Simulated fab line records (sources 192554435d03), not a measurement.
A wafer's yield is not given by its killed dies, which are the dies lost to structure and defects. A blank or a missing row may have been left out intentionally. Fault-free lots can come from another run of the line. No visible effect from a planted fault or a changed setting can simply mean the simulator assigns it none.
Struck lot and sound lot, side by side | flow n5-finfet | 36 out of 1938 route steps
Sound: wafers L852.1, L852.2, L852.6. Struck: wafers L842.1, L842.2, L842.3. At the end, the cause is stated.
For every step that has rows: the tool of each side, followed by ch and its chambers, followed by its first start. Under that, the readings that differ: sound wafers | struck wafers | difference of the means | sigmas: that difference in standard deviations of wafers without a fault.
alike: same words and numbers on both sides, and readings whose means sit less than 2 such deviations apart. not compared: any withheld reading, any reading some wafer has no value for, any bound like >300 that may hide the same value, and any number with overlapping values for which the record gives no deviation.
A row with sigmas, a row that says differs or no value, or rows on one side alone: a step with any of these is where the two part. Non-overlapping numbers with no deviation appear without sigmas and do not part them. A reading missing from all wafers of one side parts the sides only when that side holds two or more wafers.

first, 8 steps without rows for these wafers: N5_BEOL_M7_ECD_50 (material Cu, target thk 300 nm); N5_BEOL_M7_ANNEAL_51 (time 90 s); N5_BEOL_M7_CMP_52 (polishes, stops on SiCOH lowk, t overpolish 6.9 s, target thk 80 nm); N5_BEOL_M7_PRE_CLEAN_55 (time 15 s); N5_BEOL_M7_DEP_56 (deposits SiCN from 3MS/NH3, target thk 10 nm, time 17.5 s); N5_BEOL_M8_ILD_DEP_00 (deposits SiCOH lowk from DEMS/porogen, target thk 179.75 nm, time 33.4 s); N5_BEOL_M8_CURE_74 (cures SiCOH lowk, time 240 s); N5_BEOL_M8_PECVD_70 (deposits SiO2 from TEOS/O2, target thk 20 nm, time 22.7 s).
N5_BEOL_M8_HM_DEP_02: deposits TiN, target thk 20 nm.
  sound on pvd-sputter-02 at day 16 09:35; struck on pvd-sputter-03 at day 13 18:08
  alike: substrate-temp-c, throttle-valve-pct
then, 8 steps without rows for these wafers: N5_BEOL_M8_COAT_59 (time 60 s, resist thk 100 nm); N5_BEOL_M8_COAT_60 (time 60 s, resist thk 35 nm); N5_BEOL_M8_COAT_05 (resist thk 90 nm); N5_BEOL_M8_EBR_07; N5_BEOL_M8_SOFTBAKE_06 (time 60 s); N5_BEOL_M8_EXPOSE_08 (exposes mask M8); N5_BEOL_M8_PEB_09 (peb time 60 s); N5_BEOL_M8_DEVELOP_10 (develop time 30 s).
N5_BEOL_M8_INSPECT_13: inspects for defects (brightfield).
  sound on defect-inspect-02 at day 16 10:02; struck on defect-inspect-01 at day 13 18:41
  reading          | sound       | struck         | difference | sigmas
  raw-defect-count | 561 485 441 | 1110 1036 1057 | +572       | +5
then, 16 steps without rows for these wafers: N5_BEOL_M8_DESCUM_16 (chemistry O2, time 7.9 s); N5_BEOL_M8_ETCH_61 (etches SiARC in CF4, target depth 45.5 nm, time 75.8 s); N5_BEOL_M8_ETCH_62 (etches SOC in N2/H2, target depth 110 nm, overetch 22 nm, time 165 s); N5_BEOL_M8_STRIP_68 (strips in N2/H2); N5_BEOL_M8_STRIP_67 (strips in CF4); N5_BEOL_M8_HM_OPEN_17 (chemistry Cl2/BCl3, target TiN, target depth 20 nm, overetch 6 nm); N5_BEOL_M8_STRIP_19 (strips in O2); N5_BEOL_M8_COAT_63 (time 60 s, resist thk 60 nm); N5_BEOL_M8_COAT_64 (time 60 s, resist thk 12 nm); N5_BEOL_M8_COAT_71 (time 60 s, resist thk 5 nm); N5_BEOL_M8_COAT_22 (resist thk 30 nm); N5_BEOL_M8_EBR_24; N5_BEOL_M8_SOFTBAKE_23 (time 60 s); N5_BEOL_M8_EXPOSE_25 (exposes mask V7, target cd 40 nm); N5_BEOL_M8_PEB_26 (peb time 60 s); N5_BEOL_M8_DEVELOP_27 (develop time 30 s).
N5_BEOL_M8_INSPECT_30: inspects for defects (brightfield).
  sound on defect-inspect-02 at day 16 12:49; struck on defect-inspect-02 at day 13 21:56
  reading          | sound       | struck         | difference | sigmas
  raw-defect-count | 573 448 442 | 1083 1032 1047 | +566       | +5
-- the record jumps here: 3 days lie between the struck wafers' starts before and after (it left off in module BEOL_M8 and takes up again in module PASSIVATION, whose first step shown is number 1936 of the route) --
N5_PASSIVATION_PROBE_49:
  sound on prober-02 at day 19 16:45; struck on prober-01 at day 17 05:01
  reading                  | sound          | struck         | difference | sigmas
  defect-limited-yield (%) | 91.2 89.7 91.3 | 86.7 82.0 80.5 | -7.7       | -5
  killed_at_M4_up          | 6 21 6         | 70 133 136     | +102       | +21
  killed-dies              | 104 121 103    | 157 212 230    | +90        | +5
  sort_bin_5_function (%)  | 4.6 6.2 4.6    | 8.1 11.1 12.7  | +5.5       | +6
  sort-n-pass              | 1076 1059 1077 | 1023 968 950   | -90        | -5
  alike: killed_at_M0_to_M3, killed-at-contacts, killed-at-front-end, killed-at-other, killed-open, killed-short, sort_bin_6_memory, sort_bin_8_speed

## WHERE THEY PART
Earliest at N5_BEOL_M8_INSPECT_13; latest, in this record, at N5_PASSIVATION_PROBE_49.

WHY: the cause the simulator had injected
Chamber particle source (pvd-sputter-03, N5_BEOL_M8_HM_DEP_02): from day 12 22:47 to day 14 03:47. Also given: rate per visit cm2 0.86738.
